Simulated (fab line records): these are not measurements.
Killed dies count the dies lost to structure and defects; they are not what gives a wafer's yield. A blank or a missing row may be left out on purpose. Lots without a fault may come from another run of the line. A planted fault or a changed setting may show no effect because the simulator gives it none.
Which tool is to blame? + flow nandHarc + Sampling: 13 lots, 39 wafers, 5 of 1302 route steps

## WHAT THE GAUGES SHOWED, per wafer
NHARC_P_ZERO_WELL_CD_MEAS_37 targets a cd of 720 nm. Usual: cdNm reads 719 nm (standard deviation 3.1).
| lot  | measured     | on       | cdNm (nm)   | flag |
|------|--------------|----------|-------------|------|
| L642 | day 2 00:16  | cdSem-01 | 724 718 718 |      |
| L644 | day 2 20:15  | cdSem-01 | 718 718 717 |      |
| L646 | day 3 16:01  | cdSem-01 | 723 718 723 |      |
| L647 | day 4 02:11  | cdSem-03 | 718 716 719 |      |
| L648 | day 4 12:15  | cdSem-02 | 722 718 715 |      |
| L649 | day 4 22:12  | cdSem-01 | 721 721 721 |      |
| L651 | day 5 18:09  | cdSem-01 | 717 716 715 |      |
| L656 | day 7 20:10  | cdSem-03 | 722 720 724 |      |
| L657 | day 8 06:13  | cdSem-02 | 723 722 719 |      |
| L658 | day 8 16:16  | cdSem-02 | 718 711 717 |      |
| L659 | day 9 02:06  | cdSem-02 | 719 719 725 |      |
| L661 | day 9 22:36  | cdSem-02 | 720 721 723 |      |
| L662 | day 10 11:10 | cdSem-01 | 721 721 721 |      |

NHARC_END_SORT_01. Usual: killedAtArray 59, standard deviation 17; killedAtOther 0.9, standard deviation 1.6; killedAtPeriphery 3.7, standard deviation 2.3; killedDies 64, standard deviation 17; killedOpen 3.3, standard deviation 1.8; killedShort 2.4, standard deviation 1.6.
| lot  | measured     | on        | killedAtArray | killedAtOther | killedAtPeriphery | killedDies | killedOpen | killedShort | flag |
|------|--------------|-----------|---------------|---------------|-------------------|------------|------------|-------------|------|
| L642 | day 25 01:37 | prober-01 | 55 47 47      | 0 1 0         | 2 6 1             | 57 54 48   | 4 5 6      | 2 1 1       |      |
| L648 | day 26 19:43 | prober-01 | 47 50 54      | 2 1 1         | 3 3 3             | 52 54 58   | 3 9 8      | 1 2 4       |      |
| L657 | day 30 20:09 | prober-01 | 85 82 78      | 0 0 0         | 1 3 9             | 86 85 87   | 4 1 2      | 2 7 2       |      |
| L658 | day 30 20:25 | prober-02 | 51 66 70      | 0 1 0         | 1 1 1             | 52 68 71   | 2 2 0      | 0 2 1       |      |
| L659 | day 31 10:04 | prober-02 | 81 75 76      | 0 0 0         | 1 4 2             | 82 79 78   | 1 7 2      | 1 3 4       |      |
| L661 | day 32 03:02 | prober-01 | 42 34 39      | 0 0 0         | 2 4 3             | 44 38 42   | 4 2 5      | 2 4 3       |      |
| L662 | day 33 06:17 | prober-01 | 27 34 33      | 0 0 0         | 5 6 8             | 32 40 41   | 5 4 5      | 4 6 2       |      |

## TOOL THAT RAN EACH LOT (tool first, then ch and the chambers of the sampled wafers, then the start)
| lot  | NHARC_P_ZERO_WELL_ETCH_63       | NHARC_P_STI_EXPOSE_06            | NHARC_P_STI_DESCUM_14             |
|------|---------------------------------|----------------------------------|-----------------------------------|
| L642 | rieSi-04 ch 0,2,3, day 1 21:43  | krfScanner-02 ch 0, day 2 23:16  | rieDiel-10 ch 1,2, day 2 23:40    |
| L644 | rieSi-02 ch 0,1,2, day 2 17:38  | krfScanner-02 ch 0, day 3 16:40  | rieDiel-10 ch 1,2,3, day 3 17:05  |
| L646 | rieSi-04 ch 1,2, day 3 13:35    | krfScanner-02 ch 0, day 4 12:55  | rieDiel-10 ch 0,2,3, day 4 13:20  |
| L647 | rieSi-03 ch 0,1,3, day 3 23:38  | krfScanner-04 ch 0, day 4 20:37  | rieDiel-10 ch 0,3, day 4 21:02    |
| L648 | rieSi-04 ch 0,1,3, day 4 09:39  | krfScanner-04 ch 0, day 5 06:57  | rieDiel-10 ch 0,2,3, day 5 07:22  |
| L649 | rieSi-03 ch 0,2, day 4 19:47    | krfScanner-03 ch 0, day 5 17:25  | rieDiel-07 ch 0,1,3, day 5 17:50  |
| L651 | rieSi-02 ch 2,3, day 5 15:43    | krfScanner-02 ch 0, day 6 14:27  | rieDiel-07 ch 1,2, day 6 14:52    |
| L656 | rieSi-03 ch 0,3, day 7 17:41    | krfScanner-02 ch 0, day 8 14:58  | rieDiel-07 ch 0,1,3, day 8 15:23  |
| L657 | rieSi-03 ch 0,1,3, day 8 03:39  | krfScanner-04 ch 0, day 9 00:32  | rieDiel-04 ch 2,3, day 9 00:58    |
| L658 | rieSi-02 ch 2,3, day 8 13:42    | krfScanner-02 ch 0, day 9 11:58  | rieDiel-10 ch 0,1, day 9 12:22    |
| L659 | rieSi-03 ch 0,1,3, day 8 23:33  | krfScanner-02 ch 0, day 9 20:19  | rieDiel-07 ch 0,3, day 9 20:44    |
| L661 | rieSi-02 ch 2,3, day 9 19:56    | krfScanner-02 ch 0, day 10 17:58 | rieDiel-07 ch 2,3, day 10 18:23   |
| L662 | rieSi-04 ch 0,1,3, day 10 08:34 | krfScanner-04 ch 0, day 11 05:10 | rieDiel-07 ch 0,2,3, day 11 05:34 |
- NHARC_P_ZERO_WELL_ETCH_63: etches the open film in HBr/Cl2, target depth 120 nm, time 40.1 s.
- NHARC_P_STI_EXPOSE_06: exposes mask P STI, target cd 200 nm.
- NHARC_P_STI_DESCUM_14: chemistry O2, time 3 s.

## WHAT THE TOOLS THEMSELVES READ (means of the sampled wafers that have a number; where no wafer has one, the mark that the record gives instead)
NHARC_P_ZERO_WELL_ETCH_63. Usual: drypumpMotorCurrentA 5.7 A, standard deviation 0.37; oesProductAu 1.006 a.u., standard deviation 0.011; throttleValvePct 26.405 %, standard deviation 0.0074.
| lot  | tool     | drypumpMotorCurrentA (A) | oesProductAu (a.u.) | throttleValvePct (%) | flag |
|------|----------|--------------------------|---------------------|----------------------|------|
| L642 | rieSi-04 | 5.9                      | 1.002               | 26.408               |      |
| L644 | rieSi-02 | 5.4                      | 1.009               | 26.401               |      |
| L646 | rieSi-04 | 6.1                      | 0.994               | 26.406               |      |
| L647 | rieSi-03 | 5.4                      | 1.001               | 26.411               |      |
| L648 | rieSi-04 | 6.2                      | 1.009               | 26.406               |      |
| L649 | rieSi-03 | 5.3                      | 1.008               | 26.414               |      |
| L651 | rieSi-02 | 5.8                      | 1.007               | 26.403               |      |
| L656 | rieSi-03 | 5.6                      | 0.992               | 26.406               |      |
| L657 | rieSi-03 | 5.5                      | 1.008               | 26.398               |      |
| L658 | rieSi-02 | 5.8                      | 1.015               | 26.404               |      |
| L659 | rieSi-03 | 5.5                      | 1.007               | 26.393               |      |
| L661 | rieSi-02 | 5.8                      | 1.003               | 26.402               |      |
| L662 | rieSi-04 | 6.1                      | 1.004               | 26.408               |      |

NHARC_P_STI_EXPOSE_06. Usual: exposureDoseMJCm2 reads 37.76 (standard deviation 0.15).
| lot  | tool          | exposureDoseMJCm2 | flag |
|------|---------------|-------------------|------|
| L642 | krfScanner-02 | 37.70             |      |
| L644 | krfScanner-02 | 37.67             |      |
| L646 | krfScanner-02 | 37.63             |      |
| L647 | krfScanner-04 | 37.96             |      |
| L648 | krfScanner-04 | 38.01             |      |
| L649 | krfScanner-03 | 37.68             |      |
| L651 | krfScanner-02 | 37.68             |      |
| L656 | krfScanner-02 | 37.61             |      |
| L657 | krfScanner-04 | 38.01             |      |
| L658 | krfScanner-02 | 39.30             | OFF  |
| L659 | krfScanner-02 | 38.97             | OFF  |
| L661 | krfScanner-02 | 38.63             | OFF  |
| L662 | krfScanner-04 | 37.87             |      |

NHARC_P_STI_DESCUM_14. Usual: drypumpMotorCurrentA 5.9 A, standard deviation 0.37; oesProductAu 0.999 a.u., standard deviation 0.012; rfVppV 57.9 V, standard deviation 0.92; showerheadPlenumPTorr 1.94 Torr, standard deviation 0.088; throttleValvePct 11.310 %, standard deviation 0.009.
| lot  | tool       | drypumpMotorCurrentA (A) | oesProductAu (a.u.) | rfVppV (V) | showerheadPlenumPTorr (Torr) | throttleValvePct (%) | flag |
|------|------------|--------------------------|---------------------|------------|------------------------------|----------------------|------|
| L642 | rieDiel-10 | 5.8                      | 1.005               | 57.5       | 1.92                         | 11.312               |      |
| L644 | rieDiel-10 | 5.9                      | 1.001               | 58.2       | 1.91                         | 11.309               |      |
| L646 | rieDiel-10 | 5.8                      | 1.002               | 58.5       | 1.96                         | 11.306               |      |
| L647 | rieDiel-10 | 6.0                      | 0.990               | 57.0       | 1.90                         | 11.305               |      |
| L648 | rieDiel-10 | 5.8                      | 0.994               | 58.1       | 1.96                         | 11.306               |      |
| L649 | rieDiel-07 | 6.2                      | 0.997               | 57.5       | 1.98                         | 11.303               |      |
| L651 | rieDiel-07 | 6.2                      | 0.998               | 58.7       | 1.88                         | 11.315               |      |
| L656 | rieDiel-07 | 6.2                      | 0.987               | 58.0       | 1.98                         | 11.297               |      |
| L657 | rieDiel-04 | 6.1                      | 1.003               | 57.6       | 1.99                         | 11.305               |      |
| L658 | rieDiel-10 | 5.8                      | 1.013               | 57.8       | 1.91                         | 11.307               |      |
| L659 | rieDiel-07 | 6.1                      | 0.997               | 57.9       | 1.99                         | 11.308               |      |
| L661 | rieDiel-07 | 5.8                      | 1.001               | 57.5       | 1.85                         | 11.316               |      |
| L662 | rieDiel-07 | 6.0                      | 0.999               | 57.7       | 1.93                         | 11.306               |      |

## THE ANSWER, worked out from the rows above alone
Rule: lot off if the mean of its wafers having a number is beyond 3 standard deviations from the usual mean. Also off: a lot with no number at a reading for which 4 or more lots have one. All remaining lots with rows at the step are treated as sound. First the gauges in route order, then the tools' own readings, where a lot's mean is used as printed above. At the first step where some lot is off, the reading lying furthest off is the one used; lots without a number count as furthest.
Off at NHARC_P_STI_EXPOSE_06 (exposureDoseMJCm2): L658, L659, L661.
A tool fits if, at that step or a process step before it, it ran every lot that is off, and no sound lot after the first of them. One fits: krfScanner-02 at NHARC_P_STI_EXPOSE_06. A fault onset in the window from L656 (day 8 14:58, its last sound lot) to L658 (day 9 11:58, its first lot off) fits.
The tool's own readings at NHARC_P_STI_EXPOSE_06 bear it out: on the lots that are off they differ by more than 5 times the standard deviation of the sound lots' means. exposureDoseMJCm2 reads 38.97 there against 37.78 on the sound lots.

## WHAT THE SIMULATOR PUT IN
Process parameter drift: krfScanner-02, from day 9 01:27 on, at NHARC_P_STI_EXPOSE_06. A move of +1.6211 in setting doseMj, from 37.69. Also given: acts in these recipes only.
Struck lots among those shown: L658, L659, L661. The rule above found the same.
